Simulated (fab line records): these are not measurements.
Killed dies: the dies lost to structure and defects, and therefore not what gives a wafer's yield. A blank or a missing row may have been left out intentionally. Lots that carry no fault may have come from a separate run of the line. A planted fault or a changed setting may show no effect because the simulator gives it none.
Matching of chambers :: flow nand harc :: NHARC_P_BONDPAD_STRIP_15 on rie diel-12: 4 sister chambers
The step strips in O2. 7 wafers are shown with their chamber, then 8 later ones without.

## WAFERS WITH THEIR CHAMBER
wafer: L081.5
chamber: 2
showerhead plenum p Torr (Torr): 3.55
drypump motor current A (A): 5.8

wafer: L080.5
chamber: 2
showerhead plenum p Torr (Torr): 3.55
drypump motor current A (A): 5.8

wafer: L082.6
chamber: 3
showerhead plenum p Torr (Torr): 3.68
drypump motor current A (A): 5.9

wafer: L089.3
chamber: 3
showerhead plenum p Torr (Torr): 3.67
drypump motor current A (A): 6.0

wafer: L089.4
chamber: 0
showerhead plenum p Torr (Torr): 3.53
drypump motor current A (A): 5.8

wafer: L089.5
chamber: 1
showerhead plenum p Torr (Torr): 3.37
drypump motor current A (A): 5.0

wafer: L088.1
chamber: 1
showerhead plenum p Torr (Torr): 3.37
drypump motor current A (A): 5.0

## WAFERS MISSING THEIR CHAMBER
wafer: L088.3
showerhead plenum p Torr (Torr): 3.53
drypump motor current A (A): 5.8

wafer: L088.6
showerhead plenum p Torr (Torr): 3.37
drypump motor current A (A): 5.0

wafer: L090.1
showerhead plenum p Torr (Torr): 3.53
drypump motor current A (A): 5.7

wafer: L090.2
showerhead plenum p Torr (Torr): 3.53
drypump motor current A (A): 5.8

wafer: L090.3
showerhead plenum p Torr (Torr): 3.67
drypump motor current A (A): 6.0

wafer: L096.1
showerhead plenum p Torr (Torr): 3.37
drypump motor current A (A): 5.0

wafer: L096.3
showerhead plenum p Torr (Torr): 3.53
drypump motor current A (A): 5.7

wafer: L096.4
showerhead plenum p Torr (Torr): 3.53
drypump motor current A (A): 5.8

## THE CHAMBER EACH PASSED THROUGH
wafer: L088.3
from the rows above: 0
in truth: 0

wafer: L088.6
from the rows above: 1
in truth: 1

wafer: L090.1
from the rows above: 0
in truth: 0

wafer: L090.2
from the rows above: 0
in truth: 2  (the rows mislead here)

wafer: L090.3
from the rows above: 3
in truth: 3

wafer: L096.1
from the rows above: 1
in truth: 1

wafer: L096.3
from the rows above: 0
in truth: 0

wafer: L096.4
from the rows above: 0
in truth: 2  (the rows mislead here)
Correct placement for 6 of the 8. From these rows, 0 cannot be placed. Wrongly placed: 2.
How it was worked out, from the rows above alone: a wafer's distance from a chamber is the root of the sum, over the readings, of the square of ((its reading less the chamber's mean) divided by the reading's scatter). If the next closest chamber is less than 2 further off than the closest, the wafer can't be placed; otherwise it belongs to the closest. Each chamber's mean is taken over the wafers shown for it. The scatter: take each reading less its chamber's mean, square it, sum over the shown wafers, divide by the number of wafers less the number of chambers, and take the root.
